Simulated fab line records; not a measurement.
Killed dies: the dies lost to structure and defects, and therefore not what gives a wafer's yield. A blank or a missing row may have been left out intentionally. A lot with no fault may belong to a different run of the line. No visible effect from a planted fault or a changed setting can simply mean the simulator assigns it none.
Which of the tools did it? ; flow n5-finfet ; Sampling: 24 lots, 72 wafers, 5 of 1938 route steps

## WHAT THE GAUGES READ, wafer by wafer
N5_GATE_CUT_THK_MEAS_24. Usual: GC_FILL_THK gives 220.4 nm (standard deviation 1.7).
lot;measured;on;GC_FILL_THK (nm);flag
L074;day 4 18:16;film-metro-01;219.1 220.4 220.9;
L075;day 5 00:49;film-metro-02;219.9 218.0 220.7;
L076;day 5 07:29;film-metro-01;219.5 219.3 223.0;
L077;day 5 08:41;film-metro-02;220.8 221.4 223.0;
L078;day 5 21:28;film-metro-01;219.3 221.7 220.3;
L079;day 5 22:56;film-metro-01;222.8 222.2 222.9;
L080;day 6 03:50;film-metro-02;221.3 218.3 222.2;
L081;day 6 09:42;film-metro-01;218.6 222.3 221.0;
L082;day 6 20:26;film-metro-01;220.9 222.7 221.0;
L083;day 7 01:52;film-metro-02;222.7 223.0 221.5;
L084;day 7 09:02;film-metro-02;219.5 221.1 221.1;
L085;day 7 16:34;film-metro-02;218.7 222.5 223.6;
L086;day 7 18:08;film-metro-01;218.5 216.1 220.4;
L087;day 8 01:22;film-metro-01;221.8 222.3 222.5;
L088;day 8 02:27;film-metro-01;220.0 222.9 222.7;
L089;day 8 07:37;film-metro-01;217.8 218.0 220.3;
L090;day 8 14:43;film-metro-01;219.1 220.9 221.9;
L091;day 8 21:34;film-metro-01;217.5 219.7 220.6;
L092;day 9 03:23;film-metro-01;219.3 218.0 219.2;
L093;day 9 13:19;film-metro-01;220.4 222.5 222.6;
L094;day 9 15:34;film-metro-01;221.0 217.6 222.8;
L095;day 10 02:47;film-metro-01;219.7 218.8 219.6;
L096;day 10 04:45;film-metro-01;219.2 221.0 220.4;
L097;day 10 14:55;film-metro-01;219.0 218.6 219.0;

## WHICH TOOL RAN EACH LOT (tool, then ch and the chambers of the sampled wafers, then the start)
lot;N5_HKMG_FIN_CMP_94;N5_GATE_CUT_ETCHBACK_00;N5_GATE_CUT_CUT_ETCH_53;N5_GATE_CUT_VAPOR_ETCH_51
L074;cmp-04 ch 0,2,3, day 4 11:34;rie-metal-02 ch 0,1, day 4 11:53;rie-metal-03 ch 0,1, day 4 16:04;rie-metal-03 ch 0,1, day 4 16:17
L075;cmp-04 ch 0,1,2, day 4 16:41;rie-metal-02 ch 0,1, day 4 16:53;rie-metal-01 ch 0, day 4 21:32;rie-metal-01 ch 0, day 4 21:47
L076;cmp-04 ch 1,2,3, day 4 21:17;rie-metal-03 ch 0,1, day 4 21:33;rie-metal-03 ch 0,1, day 5 02:42;rie-metal-03 ch 0,1, day 5 02:56
L077;cmp-02 ch 1,2,3, day 5 00:16;rie-metal-02 ch 0,1, day 5 00:31;rie-metal-03 ch 0,1, day 5 06:28;rie-metal-03 ch 0,1, day 5 06:42
L078;cmp-01 ch 0,2, day 5 14:56;rie-metal-03 ch 1, day 5 15:11;rie-metal-02 ch 1, day 5 19:14;rie-metal-02 ch 1, day 5 19:29
L079;cmp-02 ch 0,1,3, day 5 16:16;rie-metal-02 ch 1, day 5 16:28;rie-metal-01 ch 0,1, day 5 20:32;rie-metal-01 ch 0,1, day 5 20:47
L080;cmp-01 ch 0,1,2, day 5 20:53;rie-metal-01 ch 0,1, day 5 21:07;rie-metal-02 ch 1, day 6 01:20;rie-metal-02 ch 1, day 6 01:49
L081;cmp-01 ch 1,2,3, day 6 03:01;rie-metal-01 ch 0,1, day 6 03:14;rie-metal-01 ch 0,1, day 6 07:28;rie-metal-01 ch 0,1, day 6 07:43
L082;cmp-04 ch 1,2,3, day 6 13:19;rie-metal-02 ch 0,1, day 6 13:31;rie-metal-03 ch 0,1, day 6 18:12;rie-metal-03 ch 0,1, day 6 18:26
L083;cmp-01 ch 1,2, day 6 18:34;rie-metal-01 ch 1, day 6 18:55;rie-metal-01 ch 1, day 6 23:26;rie-metal-01 ch 1, day 6 23:53
L084;cmp-01 ch 0,2, day 7 02:20;rie-metal-02 ch 0,1, day 7 02:35;rie-metal-02 ch 0,1, day 7 06:49;rie-metal-02 ch 0,1, day 7 07:03
L085;cmp-04 ch 1,2, day 7 09:35;rie-metal-02 ch 1, day 7 09:51;rie-metal-03 ch 1, day 7 14:20;rie-metal-03 ch 1, day 7 14:35
L086;cmp-02 ch 0,1,2, day 7 11:23;rie-metal-01 ch 0,1, day 7 11:40;rie-metal-03 ch 0,1, day 7 15:54;rie-metal-03 ch 0,1, day 7 16:08
L087;cmp-04 ch 1,2, day 7 18:33;rie-metal-02 ch 0,1, day 7 18:49;rie-metal-02 ch 0,1, day 7 23:04;rie-metal-02 ch 0,1, day 7 23:18
L088;cmp-01 ch 0,3, day 7 19:42;rie-metal-01 ch 1, day 7 19:58;rie-metal-01 ch 0,1, day 8 00:13;rie-metal-01 ch 0,1, day 8 00:28
L089;cmp-04 ch 0,2,3, day 8 01:04;rie-metal-02 ch 0, day 8 01:20;rie-metal-02 ch 1, day 8 05:23;rie-metal-02 ch 1, day 8 05:38
L090;cmp-02 ch 0,1, day 8 08:07;rie-metal-02 ch 0,1, day 8 08:26;rie-metal-01 ch 0,1, day 8 12:30;rie-metal-01 ch 0,1, day 8 12:44
L091;cmp-02 ch 0,1, day 8 14:44;rie-metal-02 ch 0, day 8 15:00;rie-metal-01 ch 1, day 8 19:15;rie-metal-01 ch 1, day 8 19:29
L092;cmp-01 ch 0,1,3, day 8 19:16;rie-metal-03 ch 0,1, day 8 19:32;rie-metal-02 ch 0,1, day 9 01:04;rie-metal-02 ch 0,1, day 9 01:23
L093;cmp-02 ch 0,3, day 9 06:26;rie-metal-02 ch 0, day 9 06:43;rie-metal-02 ch 0, day 9 11:05;rie-metal-02 ch 0, day 9 11:20
L094;cmp-01 ch 1,2,3, day 9 07:46;rie-metal-01 ch 0,1, day 9 08:01;rie-metal-02 ch 0,1, day 9 13:20;rie-metal-02 ch 0,1, day 9 13:34
L095;cmp-04 ch 1,2,3, day 9 19:34;rie-metal-03 ch 0,1, day 9 19:50;rie-metal-03 ch 0,1, day 10 00:28;rie-metal-03 ch 0,1, day 10 00:47
L096;cmp-01 ch 1,2,3, day 9 21:07;rie-metal-03 ch 0,1, day 9 21:26;rie-metal-02 ch 0,1, day 10 02:32;rie-metal-02 ch 0,1, day 10 02:46
L097;cmp-04 ch 0,1,3, day 10 07:17;rie-metal-03 ch 0,1, day 10 07:33;rie-metal-01 ch 0,1, day 10 12:41;rie-metal-01 ch 0,1, day 10 12:56
- N5_HKMG_FIN_CMP_94: polishes, stops on SiNx, t overpolish 4.7 s, target thk 43.299 nm.
- N5_GATE_CUT_ETCHBACK_00: etches W in SF6/Cl2.
- N5_GATE_CUT_CUT_ETCH_53: etches W in SF6/Cl2, target depth 79.2 nm.
- N5_GATE_CUT_VAPOR_ETCH_51: etches HfO2 in BCl3/Cl2.

## WHAT THE TOOLS THEMSELVES READ (means of the sampled wafers that have a number; where no wafer has one, the mark that the record gives instead)
N5_HKMG_FIN_CMP_94. Usual: motor-current-A 11.7 A, standard deviation 1.3; slurry-flow-ml-min 150.0, standard deviation 0.42.
lot;tool;motor-current-A (A);slurry-flow-ml-min;flag
L074;cmp-04;11.8;150.0;
L075;cmp-04;12.1;150.1;
L076;cmp-04;12.2;150.2;
L077;cmp-02;13.1;150.4;
L078;cmp-01;11.7;150.3;
L079;cmp-02;11.4;149.9;
L080;cmp-01;11.0;149.9;
L081;cmp-01;10.7;150.3;
L082;cmp-04;12.1;150.1;
L083;cmp-01;10.3;149.7;
L084;cmp-01;10.8;149.7;
L085;cmp-04;12.7;149.6;
L086;cmp-02;11.4;149.6;
L087;cmp-04;12.4;150.1;
L088;cmp-01;12.6;149.8;
L089;cmp-04;12.2;149.9;
L090;cmp-02;10.5;149.8;
L091;cmp-02;10.1;149.8;
L092;cmp-01;11.9;150.0;
L093;cmp-02;10.4;150.1;
L094;cmp-01;10.7;150.3;
L095;cmp-04;12.6;150.1;
L096;cmp-01;10.7;149.8;
L097;cmp-04;11.8;149.5;

N5_GATE_CUT_ETCHBACK_00. Usual: SF6_flow_sccm 39.99 sccm, standard deviation 0.11; drypump-motor-current-A 5.7 A, standard deviation 0.33; he-backside-leak-sccm 3.3 sccm, standard deviation 0.36; oes-product-au 0.78 a.u., standard deviation 0.11; throttle-valve-pct 27.51 %, standard deviation 0.19.
lot;tool;SF6_flow_sccm (sccm);drypump-motor-current-A (A);he-backside-leak-sccm (sccm);oes-product-au (a.u.);throttle-valve-pct (%);flag
L074;rie-metal-02;40.04;5.5;3.3;0.82;27.45;
L075;rie-metal-02;40.03;5.4;3.2;0.87;27.57;
L076;rie-metal-03;40.00;5.9;3.3;0.67;27.65;
L077;rie-metal-02;40.04;5.5;3.3;0.81;27.46;
L078;rie-metal-03;40.03;5.8;3.3;0.64;27.84;
L079;rie-metal-02;40.06;5.5;3.4;0.76;27.35;
L080;rie-metal-01;39.98;6.1;3.3;0.71;27.48;
L081;rie-metal-01;40.00;5.9;3.4;0.66;27.58;
L082;rie-metal-02;40.07;5.5;3.3;0.80;27.45;
L083;rie-metal-01;40.11;6.3;3.5;0.77;27.39;
L084;rie-metal-02;40.00;5.6;3.2;0.80;27.48;
L085;rie-metal-02;39.98;5.5;3.4;0.75;27.36;
L086;rie-metal-01;39.99;5.9;3.2;0.94;27.43;
L087;rie-metal-02;40.10;5.4;3.3;0.80;27.48;
L088;rie-metal-01;39.96;6.3;3.4;0.76;27.41;
L089;rie-metal-02;39.96;5.4;3.0;0.89;27.69;
L090;rie-metal-02;40.01;5.5;3.2;0.79;27.47;
L091;rie-metal-02;40.04;5.4;3.2;0.89;27.69;
L092;rie-metal-03;39.95;5.9;3.4;0.68;27.47;
L093;rie-metal-02;40.08;5.4;3.3;0.88;27.69;
L094;rie-metal-01;39.93;6.2;3.4;0.82;27.42;
L095;rie-metal-03;40.08;5.9;3.3;0.65;27.67;
L096;rie-metal-03;39.92;5.9;3.3;0.68;27.47;
L097;rie-metal-03;39.98;5.9;3.3;0.65;27.66;

N5_GATE_CUT_CUT_ETCH_53. Usual: SF6_flow_sccm 40.00 sccm, standard deviation 0.13; drypump-motor-current-A 5.8 A, standard deviation 0.33; etch-rf-on-time-s 26.2 s, standard deviation 0.36; he-backside-leak-sccm 3.4 sccm, standard deviation 0.49; oes-product-au 0.69 a.u., standard deviation 0.097; throttle-valve-pct 28.91 %, standard deviation 0.2.
lot;tool;SF6_flow_sccm (sccm);drypump-motor-current-A (A);etch-rf-on-time-s (s);he-backside-leak-sccm (sccm);oes-product-au (a.u.);throttle-valve-pct (%);flag
L074;rie-metal-03;39.99;5.9;26.3;3.3;0.60;29.04;
L075;rie-metal-01;39.98;5.7;26.1;3.7;0.54;29.06;
L076;rie-metal-03;39.87;5.9;26.5;3.4;0.62;28.86;
L077;rie-metal-03;40.03;5.9;26.4;3.3;0.60;29.05;
L078;rie-metal-02;39.94;5.5;25.9;3.4;0.69;28.73;
L079;rie-metal-01;40.12;5.9;26.4;3.6;0.59;28.97;
L080;rie-metal-02;40.06;5.5;25.7;3.3;0.69;28.73;
L081;rie-metal-01;40.15;5.9;26.0;3.6;0.59;28.98;
L082;rie-metal-03;40.07;5.9;26.4;3.2;0.59;29.05;
L083;rie-metal-01;40.06;6.4;26.1;3.5;0.70;28.80;
L084;rie-metal-02;40.14;5.5;25.7;3.2;0.73;28.86;
L085;rie-metal-03;39.97;5.8;26.7;3.2;0.57;29.24;
L086;rie-metal-03;40.04;5.9;26.6;3.5;0.61;28.87;
L087;rie-metal-02;39.99;5.5;25.8;3.2;0.72;28.86;
L088;rie-metal-01;40.11;5.9;25.8;3.5;0.84;28.84;
L089;rie-metal-02;39.82;5.5;26.0;3.4;0.67;28.74;
L090;rie-metal-01;40.09;6.1;26.3;4.4;0.75;28.83;
L091;rie-metal-01;39.92;6.3;26.4;3.5;0.68;28.80;
L092;rie-metal-02;39.94;5.5;25.9;3.2;0.71;28.86;
L093;rie-metal-02;39.91;5.4;26.0;3.2;0.80;29.11;
L094;rie-metal-02;39.92;5.5;25.8;3.4;0.71;28.87;
L095;rie-metal-03;39.95;5.9;26.4;3.4;0.59;29.07;
L096;rie-metal-02;39.94;5.5;26.1;3.2;0.70;28.86;
L097;rie-metal-01;39.84;6.1;26.6;3.5;0.72;28.84;

N5_GATE_CUT_VAPOR_ETCH_51. Usual: drypump-motor-current-A 5.8 A, standard deviation 0.33; he-backside-leak-sccm 3.32 sccm, standard deviation 0.16; oes-product-au 0.76 a.u., standard deviation 0.1.
lot;tool;drypump-motor-current-A (A);he-backside-leak-sccm (sccm);oes-product-au (a.u.);flag
L074;rie-metal-03;5.9;3.29;0.67;
L075;rie-metal-01;5.7;3.40;0.59;
L076;rie-metal-03;5.9;3.40;0.69;
L077;rie-metal-03;5.9;3.26;0.67;
L078;rie-metal-02;5.5;3.35;0.76;
L079;rie-metal-01;5.9;3.55;0.65;
L080;rie-metal-02;5.5;3.44;0.75;
L081;rie-metal-01;5.9;3.59;0.65;
L082;rie-metal-03;5.9;3.31;0.66;
L083;rie-metal-01;6.3;3.42;0.76;
L084;rie-metal-02;5.5;3.31;0.81;
L085;rie-metal-03;5.8;3.31;0.63;
L086;rie-metal-03;5.9;3.37;0.68;
L087;rie-metal-02;5.5;3.23;0.79;
L088;rie-metal-01;5.9;3.37;0.92;
L089;rie-metal-02;5.5;3.29;0.74;
L090;rie-metal-01;6.1;3.36;0.83;
L091;rie-metal-01;6.3;3.37;0.74;
L092;rie-metal-02;5.5;3.34;0.78;
L093;rie-metal-02;5.4;3.06;0.88;
L094;rie-metal-02;5.5;3.22;0.78;
L095;rie-metal-03;5.9;3.20;0.65;
L096;rie-metal-02;5.5;3.14;0.78;
L097;rie-metal-01;6.2;3.41;0.80;

## THE ANSWER, worked out from the rows above alone
Rule: a lot counts as off when the mean over its wafers that have a number is more than 3 standard deviations away from the usual mean. Also off: a lot with no number at a reading for which 4 or more lots have one. Any other lot the step has rows for is counted as sound. After the gauges, taken in route order, come the tools' own readings; for these a lot's mean is taken, as printed above. At the first step where some lot is off, the reading lying furthest off is the one used; lots without a number count as furthest.
No lot is off at any reading shown: from this, nothing can be told.

## WHAT THE SIMULATOR HAD PUT IN
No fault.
